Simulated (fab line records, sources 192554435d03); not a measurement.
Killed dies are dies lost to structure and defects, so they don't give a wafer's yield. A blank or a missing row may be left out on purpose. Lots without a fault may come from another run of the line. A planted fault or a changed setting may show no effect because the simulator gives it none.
Chamber matching | flow n5_finfet | N5_BEOL_M1_CO_CAP_55 on cvd_co-02: 3 sister chambers
The step material Co, precursor CCTBA/H2, target thk 2 nm, time 102.1 s. 3 wafers are shown with their chamber, then 12 later ones without.

WAFERS WITH THEIR CHAMBER
wafer  | chamber | heater_power_w (W)
L085.2 | 0       | 216
L088.4 | 1       | 237
L088.5 | 2       | 252

WAFERS WITHOUT THEIR CHAMBER
wafer  | heater_power_w (W)
L089.1 | 256
L089.2 | 216
L089.6 | 251
L091.2 | 241
L091.3 | 212
L091.6 | 219
L093.1 | 214
L093.2 | 251
L093.5 | 216
L094.1 | 248
L094.2 | 235
L094.4 | 214

WHICH CHAMBER EACH WENT THROUGH
wafer  | from the rows above | in truth
L089.1 | 2                   | 2
L089.2 | 0                   | 0
L089.6 | 2                   | 2
L091.2 | 1                   | 1
L091.3 | 0                   | 0
L091.6 | 0                   | 0
L093.1 | 0                   | 0
L093.2 | 2                   | 2
L093.5 | 0                   | 0
L094.1 | 2                   | 2
L094.2 | 1                   | 1
L094.4 | 0                   | 0
Placed correctly: 12 of 12. Can't be placed from these rows: 0. Placed wrongly: 0.
How it was worked out, from the rows above alone: a wafer's distance from a chamber is the root of the sum, over the readings, of the square of ((its reading less the chamber's mean) divided by the reading's scatter). The wafer belongs to the nearest chamber; if the next one is less than 2 further off, it can't be placed. A chamber's mean is the mean of its shown wafers. The scatter: with one shown wafer a chamber, the root of the mean of the squares of how far each hidden wafer lies from its nearest shown one.
